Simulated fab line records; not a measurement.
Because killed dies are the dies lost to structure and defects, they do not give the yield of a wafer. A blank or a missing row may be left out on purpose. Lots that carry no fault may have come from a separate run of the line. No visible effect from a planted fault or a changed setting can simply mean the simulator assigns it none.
Struck lot and sound lot, side by side	flow n5 finfet	32 steps out of a route of 1938
Sound: the wafers L352.2, L352.4, L352.5. Struck: wafers L363.4, L363.6. (L363.1 of the same lot was not struck and is left out.) The cause comes at the end.
For every step that has rows: the tool of each side, followed by ch and its chambers, followed by its first start. Under that, the readings that differ: sound wafers	struck wafers	difference of the means	sigmas: that difference in standard deviations of wafers without a fault.
alike: a reading whose means differ by less than 2 such deviations, as well as words and numbers matching on both sides. not compared: withheld readings; readings where some wafer has no value; bounds like >300 that might hide an equal value; numbers whose values overlap and for which the record gives no deviation.
The two part at a step that has a row with sigmas, a row that says differs or no value, or rows on one side only. When numbers do not overlap yet have no deviation, they are printed without sigmas and do not part them. A reading that every wafer of one side lacks parts them only if that side has two wafers or more.

first, 7 steps without rows for these wafers: N5_BEOL_M13_COAT_04 (resist thk 400 nm); N5_BEOL_M13_EBR_06; N5_BEOL_M13_SOFTBAKE_05 (time 60 s); N5_BEOL_M13_EXPOSE_07 (exposes mask V12); N5_BEOL_M13_PEB_08 (peb time 90 s); N5_BEOL_M13_DEVELOP_09 (develop time 45 s); N5_BEOL_M13_HARDBAKE_14 (time 120 s).
N5_BEOL_M13_CD_MEAS_10 targets a cd of 190 nm.
  sound on cd sem-02 ch 0, day 14 03:00; struck on cd sem-02 ch 0, day 16 17:11
  alike: cd nm
N5_BEOL_M13_OVL_MEAS_11:
  sound on overlay-02 ch 0, day 14 03:02; struck on overlay-02 ch 0, day 16 17:13
  alike: V12_OVL
N5_BEOL_M13_INSPECT_12: inspects for defects (macro).
  sound on defect inspect-01 at day 14 03:04; struck on defect inspect-02 at day 16 17:14
  alike: raw defect count
N5_BEOL_M13_DESCUM_15: chemistry O2, time 7.9 s.
  sound on rie diel-03 ch 1,2,3, day 14 03:07; struck on rie diel-03 ch 0, day 16 17:19
  alike: drypump motor current A, oes product au, rf vpp V, showerhead plenum p Torr, throttle valve pct
  not compared: rf hours counter h
N5_BEOL_M13_ETCH_59: etches BARC in N2/H2, target depth 89 nm, overetch 26.7 nm, time 67.9 s.
  sound on rie diel-03 ch 1,2,3, day 14 03:08; struck on rie diel-03 ch 0, day 16 17:21
reading	sound	struck	difference	sigmas
h2 flow sccm (sccm)	200.9 200.2 201.1	198.9 199.7	-1.4	-2
  alike: drypump motor current A, oes product au, rf vpp V, showerhead plenum p Torr, throttle valve pct
  not compared: rf hours counter h
N5_BEOL_M13_VIA_ETCH_16: etches SiOC in C4F8/O2/Ar, target depth 921.7 nm.
  sound on rie diel-03 ch 1,2,3, day 14 03:11; struck on rie diel-03 ch 0, day 16 17:24
  alike: drypump motor current A, oes product au, rf vpp V, showerhead plenum p Torr, throttle valve pct
N5_BEOL_M13_STRIP_63: strips in N2/H2.
  sound on plasma asher-02 ch 1, day 14 03:26; struck on plasma asher-01 ch 0,1, day 16 17:38
reading	sound	struck	difference	sigmas
strip time to endpoint s (s)	29.3 28.6 28.0	26.6 26.2	-2.2	-2
  alike: drypump motor current A, h2 flow sccm, heater power w, oes product au
  not compared: rf hours counter h
N5_BEOL_M13_STRIP_64: strips in N2/H2.
  sound on plasma asher-02 ch 1, day 14 03:29; struck on plasma asher-01 ch 0,1, day 16 17:42
  alike: drypump motor current A, h2 flow sccm, heater power w, oes product au, strip time to endpoint s
  not compared: rf hours counter h
then, 2 steps without rows for these wafers: N5_BEOL_M13_STRIP_71 (strips in post etch residue remover, time 60 s); N5_BEOL_M13_SRD_72 (time 30 s, dry time 30 s).
N5_BEOL_M13_CD_MEAS_17 targets a cd of 190 nm.
  sound on cd sem-02 at day 14 03:38; struck on cd sem-03 at day 16 17:50
  alike: cd nm
then, 9 steps without rows for these wafers: N5_BEOL_M13_COAT_65 (time 60 s, resist thk 350 nm); N5_BEOL_M13_COAT_66 (time 60 s, resist thk 110 nm); N5_BEOL_M13_COAT_22 (resist thk 300 nm); N5_BEOL_M13_EBR_24; N5_BEOL_M13_SOFTBAKE_23 (time 60 s); N5_BEOL_M13_EXPOSE_25 (exposes mask M13, target cd 210 nm); N5_BEOL_M13_PEB_26 (peb time 90 s); N5_BEOL_M13_DEVELOP_27 (develop time 45 s); N5_BEOL_M13_HARDBAKE_32 (time 120 s).
N5_BEOL_M13_CD_MEAS_28 targets a cd of 209.5 nm.
  sound on cd sem-01 ch 0, day 14 04:05; struck on cd sem-02 ch 0, day 16 18:10
  alike: cd nm
N5_BEOL_M13_OVL_MEAS_29:
  sound on overlay-02 ch 0, day 14 04:07; struck on overlay-02 ch 0, day 16 18:12
  alike: M13_OVL
N5_BEOL_M13_INSPECT_30: inspects for defects (macro).
  sound on defect inspect-02 at day 14 04:08; struck on defect inspect-01 at day 16 18:14
reading	sound	struck	difference	sigmas
raw defect count	4 1 1	24 36	+28	+20
N5_BEOL_M13_DESCUM_33: chemistry O2, time 7.9 s.
  sound on rie diel-03 ch 0,1,3, day 14 04:11; struck on rie diel-05 ch 0,2, day 16 18:20
  alike: drypump motor current A, oes product au, rf vpp V, showerhead plenum p Torr, throttle valve pct
  not compared: rf hours counter h
N5_PASSIVATION_PROBE_49:
  rows exist in the record for the struck wafers here (prober-02, day 18 00:41), but not for the sound ones

## WHERE THEY PART
Earliest at N5_BEOL_M13_ETCH_59; latest, in this record, at N5_PASSIVATION_PROBE_49.

WHY: the cause the simulator had injected
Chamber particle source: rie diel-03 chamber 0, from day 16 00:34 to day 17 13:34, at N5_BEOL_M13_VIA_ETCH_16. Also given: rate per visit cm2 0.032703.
